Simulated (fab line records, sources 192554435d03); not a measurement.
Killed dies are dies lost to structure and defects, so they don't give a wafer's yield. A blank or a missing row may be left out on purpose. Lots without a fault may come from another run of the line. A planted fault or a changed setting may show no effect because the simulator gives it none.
Which tool did it? | flow n5_finfet | 9 lots, 27 wafers sampled, at 6 steps of a route of 1938

WHAT THE GAUGES READ, wafer by wafer
N5_BEOL_M0_SAQP_OVL_MEAS_41.
lot  | measured     | on         | M0_CUT1_OVL (nm)
L697 | day 6 00:04  | overlay-01 | -0.3 -0.2 -0.5
L700 | day 7 06:46  | overlay-01 | 0.2 -0.8 -0.3
L701 | day 7 07:43  | overlay-01 | -0.1 -0.9 -1.3
L702 | day 7 07:58  | overlay-01 | 9.5 9.2 9.4
L703 | day 7 11:35  | overlay-01 | 0.9 -0.3 -0.8
L710 | day 9 13:40  | overlay-01 | 10.0 9.5 9.4
L711 | day 9 18:05  | overlay-02 | 0.4 -0.7 -0.4
L712 | day 9 22:31  | overlay-01 | 0.9 0.1 1.1
L715 | day 10 16:28 | overlay-02 | -0.2 -0.5 -0.8

N5_BEOL_M4_RC_MEAS_101.
lot  | measured     | on        | DIBL_N (mV/V)  | DIBL_P (mV/V)  | IOFF_N (nA/um)    | IOFF_P (nA/um) | ION_N (uA/um) | ION_P (uA/um) | SS_N (mV/dec)  | SS_P (mV/dec)  | VT_N (mV)   | VT_P (mV)
L697 | day 7 23:23  | prober-01 | 34.9 36.3 36.6 | 32.7 35.0 35.8 | 0.118 0.145 0.162 | 0.16 0.19 0.22 | 658 676 675   | 451 466 467   | 71.1 71.4 71.1 | 71.6 73.5 73.3 | 255 252 247 | -254 -251 -248
L700 | day 9 16:43  | prober-02 | 37.3 38.8 37.0 | 36.7 38.8 36.2 | 0.142 0.179 0.137 | 0.21 0.25 0.20 | 666 688 660   | 465 468 461   | 71.2 72.3 71.1 | 72.9 73.8 72.8 | 252 249 255 | -248 -248 -251
L701 | day 9 14:28  | prober-01 | 34.5 35.4 36.9 | 34.6 34.6 37.2 | 0.125 0.136 0.161 | 0.16 0.17 0.20 | 674 672 676   | 456 459 455   | 70.6 71.2 71.5 | 73.4 72.7 73.4 | 254 253 252 | -256 -255 -249
L702 | day 9 13:09  | prober-02 | 36.1 37.2 37.6 | 36.8 37.7 38.2 | 0.167 0.183 0.205 | 0.26 0.29 0.31 | 682 678 691   | 469 469 478   | 71.8 71.8 72.7 | 73.0 73.2 73.7 | 248 248 246 | -249 -244 -241
L703 | day 10 04:25 | prober-02 | 37.0 38.3 37.5 | 36.4 38.8 38.3 | 0.145 0.186 0.174 | 0.19 0.23 0.21 | 670 682 689   | 464 463 468   | 72.6 72.5 72.1 | 72.2 74.0 73.4 | 251 250 249 | -251 -250 -249
L710 | day 11 21:02 | prober-02 | 38.4 37.6 35.3 | 38.4 36.6 34.5 | 0.191 0.158 0.130 | 0.24 0.20 0.18 | 689 674 651   | 473 455 448   | 71.1 71.8 71.3 | 73.7 73.1 73.1 | 247 251 252 | -250 -252 -252
L711 | day 12 12:33 | prober-02 | 36.8 38.9 37.2 | 38.4 39.4 39.1 | 0.179 0.191 0.189 | 0.24 0.25 0.25 | 691 688 680   | 479 467 473   | 71.9 72.7 71.8 | 73.8 74.2 73.2 | 248 248 246 | -248 -246 -246
L712 | day 12 14:29 | prober-02 | 35.2 38.9 35.8 | 33.6 39.2 35.5 | 0.151 0.229 0.163 | 0.21 0.31 0.24 | 688 695 678   | 470 476 470   | 71.8 71.9 72.0 | 73.0 74.0 73.4 | 250 244 248 | -247 -245 -246
L715 | day 12 20:47 | prober-02 | 35.8 33.0 35.1 | 36.4 32.9 35.1 | 0.151 0.107 0.144 | 0.23 0.17 0.21 | 665 649 672   | 460 454 461   | 71.4 70.8 71.1 | 72.8 72.0 73.1 | 251 252 252 | -247 -252 -250

WHICH TOOL RAN EACH LOT (tool, then ch and the chambers of the sampled wafers, then the start)
lot  | N5_BEOL_M0_SAQP_MANDREL_ETCH_103 | N5_BEOL_M0_SAQP_RECESS_109         | N5_BEOL_M0_SAQP_EXPOSE_37         | N5_BEOL_M0_SAQP_DESCUM_45
L697 | rie_si-01 ch 0,1,2, day 5 22:01  | vapor_etch-02 ch 0,1, day 5 22:43  | euv_scanner-02 ch 0, day 5 23:55  | rie_diel-05 ch 0,1, day 6 00:10
L700 | rie_si-05 ch 0,2,3, day 7 03:44  | vapor_etch-01 ch 0,1, day 7 04:25  | euv_scanner-02 ch 0, day 7 06:36  | rie_diel-06 ch 0,1, day 7 06:52
L701 | rie_si-01 ch 0,2, day 7 05:32    | vapor_etch-01 ch 0,1, day 7 06:31  | euv_scanner-02 ch 0, day 7 07:34  | rie_diel-06 ch 1,2,3, day 7 07:48
L702 | rie_si-01 ch 0,2,3, day 7 06:02  | vapor_etch-01 ch 0,1, day 7 06:46  | euv_scanner-02 ch 0, day 7 07:49  | rie_diel-01 ch 2,3, day 7 08:03
L703 | rie_si-05 ch 2,3, day 7 09:28    | vapor_etch-01 ch 0,1, day 7 10:10  | euv_scanner-01 ch 0, day 7 11:25  | rie_diel-01 ch 1,2,3, day 7 11:48
L710 | rie_si-05 ch 1,2,3, day 9 10:59  | vapor_etch-01 ch 0,1, day 9 11:41  | euv_scanner-02 ch 0, day 9 13:31  | rie_diel-05 ch 0,1,3, day 9 13:47
L711 | rie_si-01 ch 1,2,3, day 9 15:53  | vapor_etch-01 ch 0, day 9 16:34    | euv_scanner-01 ch 0, day 9 17:55  | rie_diel-05 ch 1,3, day 9 18:11
L712 | rie_si-01 ch 0,3, day 9 20:25    | vapor_etch-01 ch 0,1, day 9 21:10  | euv_scanner-01 ch 0, day 9 22:21  | rie_diel-01 ch 0,1,2, day 9 23:13
L715 | rie_si-05 ch 1,3, day 10 12:25   | vapor_etch-02 ch 0,1, day 10 13:07 | euv_scanner-01 ch 0, day 10 16:19 | rie_diel-06 ch 2,3, day 10 16:34
- N5_BEOL_M0_SAQP_MANDREL_ETCH_103: etches a-Si in HBr/Cl2, stops on SiCN, target depth 45 nm, bt time 10 s, time 27 s.
- N5_BEOL_M0_SAQP_RECESS_109: chemistry HF/NH3, target SiO2, target depth 3 nm, afs cycles 1, sublimation time 60 s.
- N5_BEOL_M0_SAQP_EXPOSE_37: exposes mask M0 CUT1, target cd 30 nm.
- N5_BEOL_M0_SAQP_DESCUM_45: chemistry O2, time 7 s.

WHAT THE TOOLS THEMSELVES READ (means of the sampled wafers that have a number; where no wafer has one, the mark that the record gives instead)
N5_BEOL_M0_SAQP_MANDREL_ETCH_103.
lot  | tool      | drypump_motor_current_A (A) | he_backside_leak_sccm (sccm) | oes_product_au (a.u.) | rf_fwd_power_W (W) | throttle_valve_pct (%)
L697 | rie_si-01 | 5.5                         | 2.85                         | 0.686                 | 791.5              | 35.6
L700 | rie_si-05 | 5.4                         | 2.71                         | 0.678                 | 794.8              | 35.6
L701 | rie_si-01 | 5.5                         | 2.71                         | 0.686                 | 794.1              | 35.4
L702 | rie_si-01 | 5.7                         | 2.83                         | 0.682                 | 795.9              | 35.2
L703 | rie_si-05 | 5.2                         | 2.61                         | 0.674                 | 796.7              | 35.5
L710 | rie_si-05 | 5.6                         | 2.62                         | 0.684                 | 794.3              | 35.5
L711 | rie_si-01 | 5.7                         | 2.61                         | 0.690                 | 796.6              | 35.4
L712 | rie_si-01 | 6.1                         | 2.57                         | 0.684                 | 796.8              | 35.3
L715 | rie_si-05 | 5.7                         | 2.61                         | 0.686                 | 794.8              | 35.4

N5_BEOL_M0_SAQP_RECESS_109.
lot  | tool          | drypump_motor_current_A (A)
L697 | vapor_etch-02 | 6.1
L700 | vapor_etch-01 | 5.1
L701 | vapor_etch-01 | 5.1
L702 | vapor_etch-01 | 5.3
L703 | vapor_etch-01 | 5.3
L710 | vapor_etch-01 | 5.3
L711 | vapor_etch-01 | 5.0
L712 | vapor_etch-01 | 5.3
L715 | vapor_etch-02 | 6.1

N5_BEOL_M0_SAQP_DESCUM_45.
lot  | tool        | drypump_motor_current_A (A) | oes_product_au (a.u.) | rf_fwd_power_W (W) | rf_vpp_V (V) | showerhead_plenum_p_Torr (Torr) | throttle_valve_pct (%)
L697 | rie_diel-05 | 5.9                         | 0.74                  | 49.41              | 242.5        | 1.99                            | 20.20
L700 | rie_diel-06 | 5.5                         | 0.81                  | 49.28              | 242.6        | 2.08                            | 20.54
L701 | rie_diel-06 | 6.1                         | 0.79                  | 49.64              | 243.3        | 2.12                            | 20.38
L702 | rie_diel-01 | 6.2                         | 0.73                  | 49.40              | 242.7        | 2.05                            | 20.25
L703 | rie_diel-01 | 6.1                         | 0.75                  | 49.56              | 243.6        | 2.12                            | 20.21
L710 | rie_diel-05 | 5.8                         | 0.72                  | 49.21              | 242.7        | 2.05                            | 20.41
L711 | rie_diel-05 | 5.9                         | 0.71                  | 49.06              | 244.1        | 2.10                            | 20.39
L712 | rie_diel-01 | 6.1                         | 0.77                  | 49.40              | 242.9        | 2.13                            | 20.31
L715 | rie_diel-06 | 6.3                         | 0.73                  | 49.24              | 243.3        | 2.10                            | 20.48

THE ANSWER, worked out from the rows above alone
Rule: what is usual is taken from the lots themselves. Put in order of their means at a reading, lots are off if they are a third of the lots or fewer, leave a main group of 4 or more, and stand apart from it by a gap of 3 or more times the standard deviation of the main group's means; of several such gaps the widest counts. A main group whose means are all the same, to the digits that the tables above print for the reading, isn't used. A lot without any number at a reading at which 4 lots or more have one is off too. The other lots that the step has rows for count as sound. The gauges are gone through in route order, then the tools' own readings, and for those a lot's mean is taken as printed above. The first step at which some lot is off is used, and at that step the reading that is off furthest; a lot without a number counts as furthest.
Off: L702, L710, at N5_BEOL_M0_SAQP_OVL_MEAS_41 (M0_CUT1_OVL). The main group: mean -0.2 nm, standard deviation 0.43.
A tool fits if, at a process step before that reading, it ran every lot that is off, and no sound lot after the first of them. The gauges at N5_BEOL_M0_SAQP_OVL_MEAS_41 are tried like those tools. One fits: euv_scanner-02 at N5_BEOL_M0_SAQP_EXPOSE_37. Its last sound lot is L701 (day 7 07:34), its first lot that is off L702 (day 7 07:49): a fault that began between those two fits.

WHAT THE SIMULATOR HAD PUT IN
Scanner matching overlay: euv_scanner-02, from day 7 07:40 on, at N5_BEOL_M0_SAQP_EXPOSE_37. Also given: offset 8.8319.
Lots struck among those shown: L702, L710. The rule above found the same.
